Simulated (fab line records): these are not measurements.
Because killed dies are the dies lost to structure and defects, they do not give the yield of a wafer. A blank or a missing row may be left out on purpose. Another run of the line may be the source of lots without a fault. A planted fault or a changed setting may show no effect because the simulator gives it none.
Chamber matching    flow nand harc    4 sister chambers for NHARC_P_M1_DESCUM_14 on rie diel-13
The step chemistry O2, time 3 s. 14 wafers are shown with their chamber, then 7 later ones without.

WAFERS WITH THEIR CHAMBER
wafer   chamber  drypump motor current A (A)  oes product au (a.u.)  rf vpp V (V)
L074.1  3        6.6                          0.999                  58.2
L074.2  1        5.9                          0.986                  56.5
L074.3  0        6.1                          1.001                  57.1
L075.2  0        6.1                          0.984                  57.7
L075.3  3        6.6                          0.993                  59.4
L075.5  0        6.1                          0.986                  56.8
L077.2  0        6.1                          1.000                  57.6
L077.3  1        6.0                          0.989                  57.6
L077.5  2        5.9                          1.004                  56.5
L078.2  3        6.6                          1.003                  58.4
L078.4  2        5.9                          1.009                  56.3
L078.5  0        6.1                          0.994                  57.7
L081.3  3        6.6                          0.994                  58.8
L081.5  2        5.9                          1.000                  59.4

SIGNATURES (means of the wafers above)
reading                  chamber 0  chamber 1  chamber 2  chamber 3  scatter within a chamber
drypump motor current A  6.100      5.950      5.900      6.600      0.0224
oes product au           0.99300    0.98750    1.00433    0.99725    0.00595
rf vpp V                 57.380     57.050     57.400     58.700     0.902
Rule: a wafer's distance from a chamber is the root of the sum, over the readings, of the square of ((its reading less the chamber's mean) divided by the reading's scatter). The wafer belongs to the nearest chamber; if the next one is less than 2 further off, it can't be placed. The scatter is the square root of a quotient: the sum, over the shown wafers, of each reading's squared deviation from its chamber's mean, divided by wafers minus chambers.

WAFERS WITHOUT THEIR CHAMBER
wafer   drypump motor current A (A)  oes product au (a.u.)  rf vpp V (V)
L081.6  6.0                          1.000                  57.3
L085.2  6.1                          0.990                  59.4
L085.3  5.9                          0.998                  57.9
L085.5  6.6                          1.003                  56.3
L095.3  5.9                          1.004                  58.1
L095.5  6.1                          0.981                  58.2
L095.6  5.9                          0.997                  57.7

WHICH CHAMBER EACH WENT THROUGH
wafer    from the rows above            in truth
L081.6   can't be placed: 1 or 2 or 0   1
L085.2   0                              0
L085.3   can't be placed: 2 or 1        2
L085.5   3                              3
L095.3   2                              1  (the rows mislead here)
L095.5   0                              0
L095.6   can't be placed: 2 or 1        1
3 of 7 placed correctly. Can't be placed from these rows: 3 (the true chamber is among the candidates in 3). Placed wrongly: 1.
